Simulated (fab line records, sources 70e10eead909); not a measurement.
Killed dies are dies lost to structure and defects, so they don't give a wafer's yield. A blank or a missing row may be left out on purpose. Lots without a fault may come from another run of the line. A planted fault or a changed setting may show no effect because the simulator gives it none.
fab line records | flow nand_harc
record lots=15 wafers=45 last_day=33
route steps=1302 shown A_CONTACT@1008
lots that met no fault: from a run of the same line without faults
start_h: hours from the record's first day to the start of the lot's first wafer shown | wait_h: hours since the lot's step before | " the same as in the row above | L1.1+2: a row that stands for several wafers | - no value, or no start given | * or withheld: withheld | < > ~ a bound
route shown NAME@n: a module of which the file shows steps, and the number in the route of the first | usual: mean/standard deviation of fault-free wafers | same: alike in all rows | chamber/n: place in a boat | sites: the reading at each site | _std_site: their standard deviation | _edge_site: outer sites' mean less inner sites' | radius_mm: how far each site lies from the wafer's centre | mask NAME#n: copy n | behind: the tool/chamber that last shaped the wafer | hold: why the lot was held/for how many hours/how that ended | device: the transistor (n, p or np) that didn't switch | end of line: the same wafers' tests at the end of the route | a step without rows: its recipe alone | killed: dies lost to structure and defects at the first sort, not the wafer's yield | map: a wafer's dies, x killed, . not, _ none there
set.NAME: the setting as run; set.NAME@STEP: as run at that earlier step | model.NAME: the simulator's own value behind a step, which no gauge read
steps of the route over a sample of lots; a table a step, a row a wafer
services: from which hour (start_h, from the record's first day; less than 0 if before it) a tool's chamber was out of use, for how many hours, and why
## steps
# step NHARC_A_CONTACT_ETCH_114
# recipe source_w=withheld pressure_mtorr=20 bias_v=3000 time_s=190 target_depth_a=18500 ar_flow_sccm=withheld c4f8_flow_sccm=withheld o2_flow_sccm=withheld chemistry=C4F8/O2/Ar
# columns lot.wafer tool chamber start_h wait_h rf_hours_counter_h
L235.4 har_cap_etch-03 0 502.42 0.1 -
L235.6 " 0 " " -
L235.5 " 1 " " -
L237.1 har_cap_etch-02 1 530.71 0.1 89
L237.3 " 0 " " -
L237.6 " 1 " " -
L238.2 har_cap_etch-01 1 548.74 0.2 5
L238.1 " 0 " " 5
L238.4 " 0 " " -
L239.3 har_cap_etch-03 0 550.44 0.2 -
L239.6 " 1 " " -
L239.5 " 0 " " -
L243.1 har_cap_etch-03 0 608.62 0.1 60
L243.3 " 0 " " -
L243.6 " 0 " " -
L244.1 har_cap_etch-01 1 609.48 0.1 16
L244.4 " 0 " " -
L244.6 " 0 " " -
L245.2 har_cap_etch-01 1 626.25 0.1 18
L245.4 " 1 " " -
L245.6 " 0 " " -
L248.1 har_cap_etch-03 0 652.69 0.2 67
L248.2 " 1 " " 67
L248.4 " 1 " " -
L249.2 har_cap_etch-01 1 657.44 0.1 23
L249.3 " 0 " " -
L249.5 " 0 " " -
L252.1 har_cap_etch-02 1 672.06 0.1 112
L252.4 " 1 " " -
L252.6 " 0 " " -
L251.2 har_cap_etch-03 0 676.39 0.1 71
L251.3 " 1 " " -
L251.5 " 1 " " -
L253.2 har_cap_etch-01 0 700.27 0.1 32
L253.3 " 1 " " -
L253.5 " 0 " " -
L254.1 har_cap_etch-02 0 702.36 0.1 121
L254.3 " 0 " " -
L254.6 " 0 " " -
L256.2 har_cap_etch-01 0 719.92 0.1 36
L256.1 " 1 " " 36
L256.4 " 0 " " -
L255.2 har_cap_etch-02 1 725.19 0.1 125
L255.5 " 1 " " -
L255.6 " 0 " " -
# step NHARC_A_CONTACT_ETCH_118
# recipe source_w=withheld pressure_mtorr=20 bias_v=3000 time_s=190 target_depth_a=18500 ar_flow_sccm=withheld c4f8_flow_sccm=withheld o2_flow_sccm=withheld chemistry=C4F8/O2/Ar
# columns lot.wafer tool chamber start_h wait_h rf_hours_counter_h
L235.4 har_cap_etch-03 0 503.11 0.1 -
L235.6 " 0 " " -
L235.5 " 1 " " -
L237.1 har_cap_etch-02 1 531.39 0.1 90
L237.3 " 0 " " -
L237.6 " 1 " " -
L238.2 har_cap_etch-01 1 549.65 0.2 6
L238.1 " 0 " " 6
L238.4 " 0 " " -
L239.3 har_cap_etch-03 0 551.35 0.2 -
L239.6 " 1 " " -
L239.5 " 0 " " -
L243.1 har_cap_etch-03 0 609.30 0.1 61
L243.3 " 0 " " -
L243.6 " 0 " " -
L244.1 har_cap_etch-01 1 610.16 0.1 16
L244.4 " 0 " " -
L244.6 " 0 " " -
L245.2 har_cap_etch-01 1 626.94 0.1 19
L245.4 " 1 " " -
L245.6 " 0 " " -
L248.1 har_cap_etch-03 0 653.61 0.2 68
L248.2 " 1 " " 68
L248.4 " 1 " " -
L249.2 har_cap_etch-01 1 658.13 0.1 24
L249.3 " 0 " " -
L249.5 " 0 " " -
L252.1 har_cap_etch-02 1 672.74 0.1 113
L252.4 " 1 " " -
L252.6 " 0 " " -
L251.2 har_cap_etch-03 0 677.08 0.1 72
L251.3 " 1 " " -
L251.5 " 1 " " -
L253.2 har_cap_etch-01 0 700.95 0.1 33
L253.3 " 1 " " -
L253.5 " 0 " " -
L254.1 har_cap_etch-02 0 703.05 0.1 122
L254.3 " 0 " " -
L254.6 " 0 " " -
L256.2 har_cap_etch-01 0 720.61 0.1 37
L256.1 " 1 " " 37
L256.4 " 0 " " -
L255.2 har_cap_etch-02 1 725.88 0.1 125
L255.5 " 1 " " -
L255.6 " 0 " " -
# step NHARC_A_CONTACT_ETCH_122
# recipe source_w=withheld pressure_mtorr=20 bias_v=3000 time_s=190 target_depth_a=18500 ar_flow_sccm=withheld c4f8_flow_sccm=withheld o2_flow_sccm=withheld chemistry=C4F8/O2/Ar
# columns lot.wafer tool chamber start_h wait_h rf_hours_counter_h
L235.4 har_cap_etch-03 0 503.79 0.1 -
L235.6 " 0 " " -
L235.5 " 1 " " -
L237.1 har_cap_etch-02 1 532.07 0.1 90
L237.3 " 0 " " -
L237.6 " 1 " " -
L238.2 har_cap_etch-01 1 550.56 0.2 7
L238.1 " 0 " " 7
L238.4 " 0 " " -
L239.3 har_cap_etch-03 0 552.27 0.2 -
L239.6 " 1 " " -
L239.5 " 0 " " -
L243.1 har_cap_etch-03 0 609.98 0.1 62
L243.3 " 0 " " -
L243.6 " 0 " " -
L244.1 har_cap_etch-01 1 610.84 0.1 17
L244.4 " 0 " " -
L244.6 " 0 " " -
L245.2 har_cap_etch-01 1 627.62 0.1 19
L245.4 " 1 " " -
L245.6 " 0 " " -
L248.1 har_cap_etch-03 0 654.52 0.2 69
L248.2 " 1 " " 69
L248.4 " 1 " " -
L249.2 har_cap_etch-01 1 658.81 0.1 24
L249.3 " 0 " " -
L249.5 " 0 " " -
L252.1 har_cap_etch-02 1 673.42 0.1 114
L252.4 " 1 " " -
L252.6 " 0 " " -
L251.2 har_cap_etch-03 0 677.76 0.1 73
L251.3 " 1 " " -
L251.5 " 1 " " -
L253.2 har_cap_etch-01 0 701.64 0.1 33
L253.3 " 1 " " -
L253.5 " 0 " " -
L254.1 har_cap_etch-02 0 703.72 0.1 122
L254.3 " 0 " " -
L254.6 " 0 " " -
L256.2 har_cap_etch-01 0 721.29 0.1 37
L256.1 " 1 " " 37
L256.4 " 0 " " -
L255.2 har_cap_etch-02 1 726.57 0.1 126
L255.5 " 1 " " -
L255.6 " 0 " " -
# step NHARC_A_CONTACT_DEP_58
# recipe target_thk_a=900 target_thk_nm=90 temp_c=400 pressure_torr=3.5 flow_sccm=200 rf_w=350 material=SiON
# usual chamber_pressure_Torr=3.499/0.0079 heater_power_outer_w=429/36 heater_power_w=709/78
# columns lot.wafer tool chamber start_h wait_h chamber_pressure_Torr heater_power_outer_w heater_power_w
L235.4 pecvd-01 1 511.78 1.2 3.489 452 781
L235.5 " 2 " " 3.512 363 656
L235.6 " 0 " " 3.502 444 760
L237.1 pecvd-03 2 537.74 2.8 3.509 396 606
L237.3 " 0 " " 3.488 472 707
L237.6 " 1 " " 3.495 441 846
L238.1 pecvd-04 2 557.99 2.7 3.485 424 673
L238.2 " 0 " " 3.518 449 771
L238.4 " 2 " " 3.504 426 651
L239.3 pecvd-04 1 560.15 1.7 3.499 414 670
L239.5 " 2 " " 3.505 374 612
L239.6 " 0 " " 3.498 461 792
L243.1 pecvd-04 1 618.85 2.8 - - -
L243.3 " 2 " " - - -
L243.6 " 2 " " - - -
L244.1 pecvd-01 0 619.23 2.7 - - -
L244.4 " 0 " " - - -
L244.6 " 0 " " - - -
L245.2 pecvd-01 1 636.31 2.2 - - -
L245.6 " 2 " " - - -
L245.4 " 1 " " - - -
L248.1 pecvd-04 2 662.90 2.7 3.507 416 659
L248.2 " 1 " " 3.503 425 683
L248.4 " 2 " " 3.507 414 668
L249.3 pecvd-03 2 670.75 1.7 3.493 392 576
L249.2 " 0 " " 3.508 455 687
L249.5 " 2 " " 3.495 389 561
L252.1 pecvd-04 2 685.05 2.8 3.503 441 681
L252.6 " 0 " " 3.485 412 722
L252.4 " 1 " " 3.499 423 687
L251.3 pecvd-03 1 687.46 1.6 3.508 461 871
L251.2 " 0 " " 3.491 429 661
L251.5 " 2 " " 3.498 479 682
L253.2 pecvd-04 1 707.23 2.2 3.496 371 606
L253.3 " 2 " " 3.496 384 637
L253.5 " 2 " " 3.494 398 632
L254.3 pecvd-03 0 709.47 1.7 3.507 439 669
L254.1 " 1 " " 3.498 441 848
L254.6 " 2 " " 3.488 480 677
L256.1 pecvd-04 2 727.35 2.7 3.471 403 655
L256.2 " 0 " " 3.501 471 813
L256.4 " 0 " " 3.487 460 778
L255.2 pecvd-04 2 732.39 2.2 3.499 357 563
L255.6 " 2 " " 3.496 359 577
L255.5 " 1 " " 3.497 414 681
## services
# columns tool chamber start_h hours kind
har_cap_etch-02 - 489.05 0.5 repair
pecvd-01 - 492.00 13.0 pm
har_cap_etch-01 - 497.00 17.0 pm
har_cap_etch-01 0 497.00 17.0 vent_cycle
har_cap_etch-01 1 497.00 17.0 vent_cycle
pecvd-03 1 499.86 20.1 repair
har_cap_etch-01 0 514.00 - clean
har_cap_etch-01 0 514.00 - consumable_replace:focus_ring
har_cap_etch-01 1 514.00 - clean
pecvd-03 2 526.41 4.8 repair
pecvd-03 - 547.33 13.0 pm
pecvd-03 0 568.02 10.1 repair
pecvd-01 1 614.62 20.6 repair
pecvd-04 - 631.12 13.0 pm
pecvd-04 0 631.12 13.0 vent_cycle
pecvd-04 1 631.12 13.0 vent_cycle
pecvd-04 2 631.12 13.0 vent_cycle
pecvd-04 0 644.12 - clean
pecvd-04 1 644.12 - clean
pecvd-04 2 656.06 2.1 repair
har_cap_etch-01 - 659.85 12.3 repair
pecvd-01 - 673.00 13.0 pm
pecvd-03 - 716.33 1.6 repair
pecvd-03 - 728.36 13.0 pm
## key
first_sign step=NHARC_A_CONTACT_DEP_58 reading=tool_record direction=missing
effect none on later readings
met_at NHARC_A_CONTACT_DEP_58
struck_lots L243,L244,L245
later_rows_left_out L243.1,L243.3,L243.6,L244.1,L244.4,L244.6,L245.2,L245.4,L245.6
sort_left_out L243.1,L243.3,L243.6,L244.1,L244.4,L244.6,L245.2,L245.4,L245.6
tester_left_out L243,L244,L245
not_acting_at NHARC_A_CONTACT_ETCH_114,NHARC_A_CONTACT_ETCH_118,NHARC_A_CONTACT_ETCH_122
onset_between 560.15 618.85
fault kind=skipped_step_whole tool=pecvd-01,pecvd-04 chamber=- onset_h=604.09 steps=NHARC_A_CONTACT_DEP_58 scope=struck_lots_only
# tester_left_out: of these lots the tester's yield and bins aren't shown, on N5 and GAA mostly nor the transistor test; their killed dies are dies lost to structure and defects alone, not to doping, threshold or leakage, so they don't give the yield
# sort_left_out: the simulated sort isn't trusted on such a fault, so these wafers' sort isn't shown, and their yield isn't known
# later_rows_left_out: the simulator's readings of these wafers behind a module that went badly wrong aren't trusted and aren't shown, but for the sort
